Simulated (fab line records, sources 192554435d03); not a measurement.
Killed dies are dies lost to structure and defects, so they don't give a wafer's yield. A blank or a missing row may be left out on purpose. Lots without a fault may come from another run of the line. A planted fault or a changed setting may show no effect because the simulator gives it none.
Which tool did it? | flow n5_finfet | 24 lots, 72 wafers sampled, at 1 step of a route of 1938

WHAT THE GAUGES READ, wafer by wafer
N5_HKMG_FIN_OVL_MEAS_50.
lot  | measured    | on         | NDIPOLE_OVL (nm)
L074 | day 4 02:33 | overlay-02 | 0.2 -0.2 -0.5
L075 | day 4 04:28 | overlay-01 | 1.6 0.8 1.8
L076 | day 4 12:44 | overlay-02 | 1.1 -0.2 0.1
L077 | day 4 18:13 | overlay-01 | -1.2 -0.5 -1.1
L078 | day 5 02:07 | overlay-01 | -0.1 -0.4 -0.7
L079 | day 5 10:28 | overlay-01 | -0.1 0.7 -0.4
L080 | day 5 15:25 | overlay-02 | -0.5 0.4 0.0
L081 | day 5 21:41 | overlay-01 | -0.2 -0.2 0.7
L082 | day 6 08:23 | overlay-02 | -0.1 -0.1 1.0
L083 | day 6 09:46 | overlay-01 | 0.2 0.5 0.5
L084 | day 6 16:45 | overlay-01 | -1.4 -1.4 -0.5
L085 | day 7 01:14 | overlay-01 | 0.2 0.8 0.1
L086 | day 7 01:58 | overlay-02 | 0.6 -0.8 -0.6
L087 | day 7 08:52 | overlay-02 | 1.9 0.9 1.2
L088 | day 7 16:08 | overlay-01 | 0.2 0.2 -0.4
L089 | day 7 20:50 | overlay-01 | 1.8 1.3 1.5
L090 | day 8 02:01 | overlay-02 | 0.6 0.0 -0.2
L091 | day 8 06:07 | overlay-01 | -0.5 0.6 0.0
L092 | day 8 14:34 | overlay-01 | 0.3 0.8 -0.2
L093 | day 8 21:30 | overlay-01 | 0.1 0.1 -0.2
L094 | day 9 03:52 | overlay-02 | 1.3 1.9 1.1
L095 | day 9 06:47 | overlay-02 | 0.4 0.0 0.4
L096 | day 9 19:35 | overlay-02 | 0.8 0.3 0.5
L097 | day 9 20:23 | overlay-01 | -0.1 -0.5 0.6

WHICH TOOL RAN EACH LOT (tool, then ch and the chambers of the sampled wafers, then the start)
The record holds no process step before these readings.

WHAT THE TOOLS THEMSELVES READ (means of the sampled wafers that have a number; where no wafer has one, the mark that the record gives instead)
The record holds no such reading with a usual standard deviation.

THE ANSWER, worked out from the rows above alone
Rule: what is usual is taken from the lots themselves. Put in order of their means at a reading, lots are off if they are a third of the lots or fewer, leave a main group of 4 or more, and stand apart from it by a gap of 3 or more times the standard deviation of the main group's means; of several such gaps the widest counts. A main group whose means are all the same, to the digits that the tables above print for the reading, isn't used. A lot without any number at a reading at which 4 lots or more have one is off too. The other lots that the step has rows for count as sound. The gauges are gone through in route order, then the tools' own readings, and for those a lot's mean is taken as printed above. The first step at which some lot is off is used, and at that step the reading that is off furthest; a lot without a number counts as furthest.
No lot is off at any reading shown: from this, nothing can be told.

WHAT THE SIMULATOR HAD PUT IN
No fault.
